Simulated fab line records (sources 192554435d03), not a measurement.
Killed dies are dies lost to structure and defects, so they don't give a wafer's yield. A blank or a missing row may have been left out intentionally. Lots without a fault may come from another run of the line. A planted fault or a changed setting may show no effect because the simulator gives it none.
Problem report, 8D (eight disciplines) form, completed by code :: flow n5Finfet :: the parts of the form that need people (team, actions taken, sign-off) are left out

## 1. WHAT IS WRONG
At N5_HKMG_FIN_COAT_41, spinSpeedRpm averages 1338.5 rpm over 6 wafers from 2 lots, while fault-free wafers read 1500.1 rpm, standard deviation 1.1. So: -99 or more standard deviations from the usual mean.
The step: time 60 s, resist thk 300 nm.
Seen first at day 8 05:44 on lithoTrack-02, wafer L800.2. The record holds 36 wafers of 12 lots with a number at this step. The rule behind "out" and "out of limits": a value lying over 4 standard deviations away from the usual mean. All remaining wafers that have a number are taken as sound.

## 2. WHAT THIS IS AND IS NOT
question: which readings at this step
is: spinSpeedRpm
is not: -

question: which lots
is: L800, L802
is not: L783, L784, L785, L788, L790, L791, L792, L803, L805, L806

question: which wafers of those lots
is: all that have a number
is not: -

question: read on which tools
is: lithoTrack-02
is not: lithoTrack-01, lithoTrack-04

question: when
is: from day 8 05:44
is not: up to then (21 sound wafers); but 9 sound wafers of L803, L805, L806 came after

## 3. SUSPECTS, AND WHAT RULES EACH OUT
Counting: a tool stays on the suspect list if, at a process step up to the reading, it processed all lots that are out and no sound lot following the first of them.
- aldHk-02 at N5_HKMG_FIN_HK_ALD_01 (deposits HfO2, target thk 1.6 nm, pulse time 3 s, purge time 3 s): ruled out as a lasting fault. After its first lot that is out, L800 (day 8 04:52), sound lots L803, L805 ran on it.
- aldHk-03 at N5_HKMG_FIN_ALD_75 (deposits Al2O3, target thk 1 nm, co reactant pulse time 1 s): ruled out as a lasting fault. After its first lot that is out, L800 (day 8 05:34), sound lots L803, L805 ran on it.
- lithoTrack-02 at N5_HKMG_FIN_COAT_41 (time 60 s, resist thk 300 nm): kept. It processed each lot that is out, first L800 at day 8 05:44, and no sound lot thereafter; up to then, the last sound lot it processed was L792 at day 6 07:34. Its own spinSpeedRpm readings are out on those wafers.
Left after counting: lithoTrack-02 at N5_HKMG_FIN_COAT_41.

## 4. THE CAUSE (what the simulator had put in)
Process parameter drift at N5_HKMG_FIN_COAT_41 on lithoTrack-02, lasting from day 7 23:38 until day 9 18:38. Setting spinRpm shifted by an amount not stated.
After counting, this tool was the only one left.

## 5. SEQUENCE OF EFFECTS, ordered by route
Each row: a reading where the mean over the struck wafers with a number is more than 3 standard deviations away from the usual. Readings are gone through only where the record gives a usual standard deviation; hours: the median, over the lots, of the time from a lot's start at the first step in this table giving one to that lot's start at this step; sigmas: the change measured in usual standard deviations.
hours: 0
step: N5_HKMG_FIN_COAT_41
reading: spinSpeedRpm
usual: 1500.1 rpm
on struck wafers: 1338.5
change: -161.6
sigmas: -99 or more
Here are the process steps it includes:
- N5_HKMG_FIN_COAT_41: time 60 s, resist thk 300 nm.

## 6. HOW IT WOULD HAVE BEEN CAUGHT EARLIER
In this record no reading fell out of limits until day 8 05:44, 6 hours after the fault had begun at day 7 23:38.
